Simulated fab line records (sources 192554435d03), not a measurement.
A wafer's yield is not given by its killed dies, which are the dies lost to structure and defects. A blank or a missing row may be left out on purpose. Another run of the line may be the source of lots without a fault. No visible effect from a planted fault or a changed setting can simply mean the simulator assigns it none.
What tool caused it? ; flow n5Finfet ; 10 lots (30 wafers sampled), 1 step of a 1938-step route

## WHAT THE GAUGES READ, wafer by wafer
N5_BEOL_M11_INSPECT_13: inspects for defects (brightfield). Usual: 413 for rawDefectCount, sd 98.
lot;measured;on;rawDefectCount;flag
L436;day 10 05:32;defectInspect-02;504 429 374;
L438;day 11 01:04;defectInspect-02;424 332 426;
L439;day 11 17:14;defectInspect-02;418 389 418;
L440;day 11 19:43;defectInspect-02;334 563 328;
L445;day 13 02:37;defectInspect-02;233 290 483;
L446;day 13 13:14;defectInspect-02;344 561 388;
L451;day 14 18:02;defectInspect-02;253 378 467;
L456;day 15 11:53;defectInspect-01;589 311 368;
L458;day 16 03:40;defectInspect-02;393 352 486;
L457;day 16 03:49;defectInspect-02;335 399 337;

## TOOL THAT RAN EACH LOT (tool first, then ch and the chambers of the sampled wafers, then the start)
There is no process step in the record ahead of these readings.

## AS READ BY THE TOOLS THEMSELVES (means over the sampled wafers that have a number; for cases with no such wafer, the mark the record gives instead)
The record holds no such reading with a usual standard deviation.

## THE ANSWER, worked out from the rows above alone
Rule: a lot counts as off when the mean over its wafers that have a number is more than 3 standard deviations away from the usual mean. Also off: a lot with no number at a reading for which 4 or more lots have one. Where the step has rows for the other lots, those lots are counted as sound. After the gauges, taken in route order, come the tools' own readings; for these a lot's mean is taken, as printed above. The first step at which some lot is off is used, and at that step the reading that is off furthest; a lot without a number counts as furthest.
Across all readings shown, no lot is off: no conclusion can be drawn from this.

## WHAT WAS PUT IN BY THE SIMULATOR
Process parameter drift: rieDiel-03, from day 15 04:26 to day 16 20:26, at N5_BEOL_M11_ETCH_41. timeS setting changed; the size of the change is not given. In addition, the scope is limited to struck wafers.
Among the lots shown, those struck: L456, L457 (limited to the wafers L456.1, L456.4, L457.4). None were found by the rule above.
